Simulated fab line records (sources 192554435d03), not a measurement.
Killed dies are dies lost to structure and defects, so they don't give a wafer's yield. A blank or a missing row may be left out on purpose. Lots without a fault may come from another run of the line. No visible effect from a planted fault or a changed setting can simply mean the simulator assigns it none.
Matching of chambers ; flow n5_finfet ; 4 sister chambers for N5_BEOL_M2_ETCH_64 on rie_diel-03
The step etches SOC in N2/H2, target depth 75 nm, overetch 22.5 nm, time 121.9 s. 24 wafers are shown with their chamber, then 12 later ones without.

== WAFERS PAIRED WITH THEIR CHAMBERS ==
wafer;chamber;showerhead_plenum_p_Torr (Torr);drypump_motor_current_A (A);throttle_valve_pct (%)
L075.3;2;2.42;5.3;17.87
L075.4;2;2.42;5.3;17.86
L075.6;0;2.57;5.0;17.48
L080.1;3;2.71;4.8;17.56
L080.3;1;2.51;5.8;17.68
L080.4;2;2.41;5.3;17.91
L081.1;2;2.41;5.3;17.89
L081.2;1;2.51;5.8;17.67
L081.4;0;2.56;5.0;17.50
L085.3;2;2.41;5.2;17.90
L085.5;0;2.56;5.0;17.51
L085.6;3;2.71;4.9;17.58
L088.1;2;2.40;5.2;17.92
L088.2;1;2.50;5.8;17.71
L088.4;0;2.56;5.0;17.53
L086.1;0;2.56;5.1;17.53
L086.2;3;2.70;4.9;17.58
L086.4;2;2.40;5.2;17.93
L087.4;3;2.70;4.9;17.58
L087.5;3;2.70;4.9;17.57
L087.6;2;2.40;5.3;17.91
L091.1;0;2.55;5.0;17.55
L091.3;1;2.50;5.8;17.71
L091.6;3;2.70;4.8;17.57

SIGNATURES, as means of the wafers listed above
reading;chamber 0;chamber 1;chamber 2;chamber 3;scatter within a chamber
showerhead_plenum_p_Torr;2.5600;2.5050;2.4087;2.7033;0.00679
drypump_motor_current_A;5.017;5.800;5.263;4.867;0.045
throttle_valve_pct;17.5167;17.6925;17.8987;17.5733;0.021
Rule: a wafer lies at a distance from a chamber equal to the root of the sum of squares, over the readings, of (its reading less the chamber's mean, divided by the reading's scatter). If the next closest chamber is less than 2 further off than the closest, the wafer can't be placed; otherwise it belongs to the closest. The scatter is the square root of a quotient: the sum, over the shown wafers, of each reading's squared deviation from its chamber's mean, divided by wafers minus chambers.

== WAFERS WITH NO CHAMBER GIVEN ==
wafer;showerhead_plenum_p_Torr (Torr);drypump_motor_current_A (A);throttle_valve_pct (%)
L093.1;2.70;4.9;17.61
L093.3;2.55;5.0;17.55
L093.5;2.55;5.0;17.56
L094.1;2.55;5.0;17.55
L094.2;2.70;4.8;17.61
L094.3;2.40;5.2;17.95
L094.4;2.70;4.9;17.62
L094.5;2.55;5.0;17.57
L094.6;2.40;5.2;17.94
L096.3;2.70;4.9;17.61
L096.5;2.70;4.9;17.61
L096.6;2.55;5.0;17.57

== WHICH CHAMBER EACH WENT THROUGH ==
wafer;from the rows above;in truth
L093.1;3;3
L093.3;0;0
L093.5;0;0
L094.1;0;0
L094.2;3;3
L094.3;2;2
L094.4;3;3
L094.5;0;0
L094.6;2;2
L096.3;3;3
L096.5;3;3
L096.6;0;0
12 of 12 placed correctly. Not placeable from these rows: 0. Number placed wrongly: 0.
